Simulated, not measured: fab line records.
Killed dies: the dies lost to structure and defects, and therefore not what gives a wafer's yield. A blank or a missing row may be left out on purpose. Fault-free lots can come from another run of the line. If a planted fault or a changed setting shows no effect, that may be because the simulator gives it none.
Chamber matching | flow n5-finfet | rie-diel-05 running N5_BEOL_M7_VIA_ETCH_34: 4 sister chambers
The step etches SiCOH lowk in C4F6/O2, target depth 125.5 nm, time 50.5 s. 20 wafers are shown with their chamber, then 10 later ones without.

== EACH WAFER AND ITS CHAMBER ==
wafer  | chamber | drypump-motor-current-A (A) | showerhead-plenum-p-Torr (Torr) | oes-product-au (a.u.)
L077.1 | 2       | 6.2                         | 2.79                            | 0.91
L077.2 | 3       | 6.3                         | 2.84                            | 0.75
L077.5 | 0       | 5.8                         | 2.81                            | 0.68
L079.3 | 1       | 5.4                         | 2.89                            | 0.87
L079.5 | 3       | 6.4                         | 2.84                            | 0.75
L079.6 | 2       | 6.2                         | 2.79                            | 0.91
L081.1 | 3       | 6.4                         | 2.84                            | 0.75
L081.3 | 2       | 6.2                         | 2.79                            | 0.91
L081.6 | 1       | 5.4                         | 2.89                            | 0.86
L082.1 | 0       | 5.8                         | 2.81                            | 0.68
L082.3 | 1       | 5.4                         | 2.89                            | 0.87
L082.4 | 1       | 5.4                         | 2.89                            | 0.87
L084.1 | 0       | 5.8                         | 2.81                            | 0.68
L084.2 | 3       | 6.4                         | 2.83                            | 0.74
L084.4 | 1       | 5.4                         | 2.89                            | 0.86
L085.2 | 1       | 5.4                         | 2.89                            | 0.86
L085.3 | 3       | 6.4                         | 2.83                            | 0.74
L085.6 | 0       | 5.8                         | 2.81                            | 0.67
L089.2 | 1       | 5.4                         | 2.88                            | 0.82
L089.4 | 1       | 5.4                         | 2.88                            | 0.83

SIGNATURES, as means of the wafers listed above
reading                  | chamber 0 | chamber 1 | chamber 2 | chamber 3 | scatter within a chamber
drypump-motor-current-A  | 5.800     | 5.400     | 6.200     | 6.380     | 0.0224
showerhead-plenum-p-Torr | 2.8100    | 2.8875    | 2.7900    | 2.8360    | 0.00411
oes-product-au           | 0.6775    | 0.8550    | 0.9100    | 0.7460    | 0.0132
Rule: a wafer's distance from a chamber is the root of the sum, over the readings, of the square of ((its reading less the chamber's mean) divided by the reading's scatter). The wafer belongs to the nearest chamber; if the next one is less than 2 further off, it can't be placed. The scatter: the root of (the sum of the squares of (reading less its chamber's mean) over the shown wafers, divided by (wafers less chambers)).

== WAFERS WHOSE CHAMBER IS MISSING ==
wafer  | drypump-motor-current-A (A) | showerhead-plenum-p-Torr (Torr) | oes-product-au (a.u.)
L089.5 | 6.3                         | 2.82                            | 0.72
L090.1 | 5.3                         | 2.88                            | 0.82
L090.4 | 6.2                         | 2.78                            | 0.85
L090.5 | 6.3                         | 2.82                            | 0.73
L092.1 | 5.3                         | 2.88                            | 0.83
L092.2 | 6.2                         | 2.78                            | 0.86
L092.5 | 6.4                         | 2.82                            | 0.73
L091.1 | 5.8                         | 2.80                            | 0.97
L091.4 | 5.4                         | 2.88                            | 0.82
L091.6 | 6.2                         | 2.77                            | 0.85

== THE CHAMBER EACH PASSED THROUGH ==
wafer  | from the rows above | in truth
L089.5 | 3                   | 3
L090.1 | 1                   | 1
L090.4 | 2                   | 2
L090.5 | 3                   | 3
L092.1 | 1                   | 1
L092.2 | 2                   | 2
L092.5 | 3                   | 3
L091.1 | 2                   | 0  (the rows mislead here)
L091.4 | 1                   | 1
L091.6 | 2                   | 2
9 of 10 placed correctly. From these rows, 0 cannot be placed. 1 placed wrongly.
